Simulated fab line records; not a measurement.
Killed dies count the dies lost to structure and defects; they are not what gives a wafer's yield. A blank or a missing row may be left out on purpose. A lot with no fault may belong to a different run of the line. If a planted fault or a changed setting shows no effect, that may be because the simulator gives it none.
Chamber matching	flow n5 finfet	N5_DUMMY_GATE_ETCH_31 on rie diel-04 has 4 sister chambers
The step etches SiO2 in C4F6/O2, target depth 82.5 nm, time 27.5 s. 18 wafers are shown with their chamber, then 9 later ones without.

WAFERS, EACH WITH ITS CHAMBER
wafer	chamber	drypump motor current A (A)	showerhead plenum p Torr (Torr)	rf vpp V (V)
L074.3	0	6.1	2.94	643
L074.4	2	5.6	3.06	667
L074.5	1	5.8	2.87	668
L075.3	0	6.0	2.94	643
L075.4	1	5.8	2.87	666
L075.6	3	5.2	2.99	657
L076.2	0	6.1	2.94	644
L076.4	3	5.2	2.99	659
L076.5	0	6.0	2.94	644
L079.1	1	5.8	2.86	666
L079.5	3	5.2	2.99	658
L079.6	2	5.6	3.05	666
L083.1	1	5.8	2.86	667
L083.2	0	6.1	2.93	641
L083.5	0	6.1	2.93	642
L087.2	1	5.8	2.85	666
L087.4	1	5.7	2.85	666
L087.5	2	5.6	3.04	666

SIGNATURES, as means of the wafers listed above
reading	chamber 0	chamber 1	chamber 2	chamber 3	scatter within a chamber
drypump motor current A	6.067	5.783	5.600	5.200	0.0393
showerhead plenum p Torr	2.9367	2.8600	3.0500	2.9900	0.00724
rf vpp V	642.83	666.50	666.33	658.00	0.964
Rule: a wafer lies at a distance from a chamber equal to the root of the sum of squares, over the readings, of (its reading less the chamber's mean, divided by the reading's scatter). If the next closest chamber is less than 2 further off than the closest, the wafer can't be placed; otherwise it belongs to the closest. How the scatter is found: for the shown wafers, subtract from each reading the mean of its chamber, square and add these, divide the total by (wafers less chambers), then take the root.

WAFERS MISSING THEIR CHAMBER
wafer	drypump motor current A (A)	showerhead plenum p Torr (Torr)	rf vpp V (V)
L088.1	5.8	2.85	665
L088.2	5.2	2.98	657
L088.3	5.6	3.04	668
L092.1	5.6	3.04	665
L092.4	5.2	2.98	657
L092.5	5.7	2.85	666
L093.2	6.0	2.92	644
L093.3	5.8	2.85	664
L093.6	6.0	2.92	642

CHAMBER TAKEN BY EACH
wafer	from the rows above	in truth
L088.1	1	1
L088.2	3	3
L088.3	2	2
L092.1	2	2
L092.4	3	3
L092.5	1	1
L093.2	0	0
L093.3	1	1
L093.6	0	0
9 of 9 placed correctly. Number that these rows cannot place: 0. 0 placed wrongly.
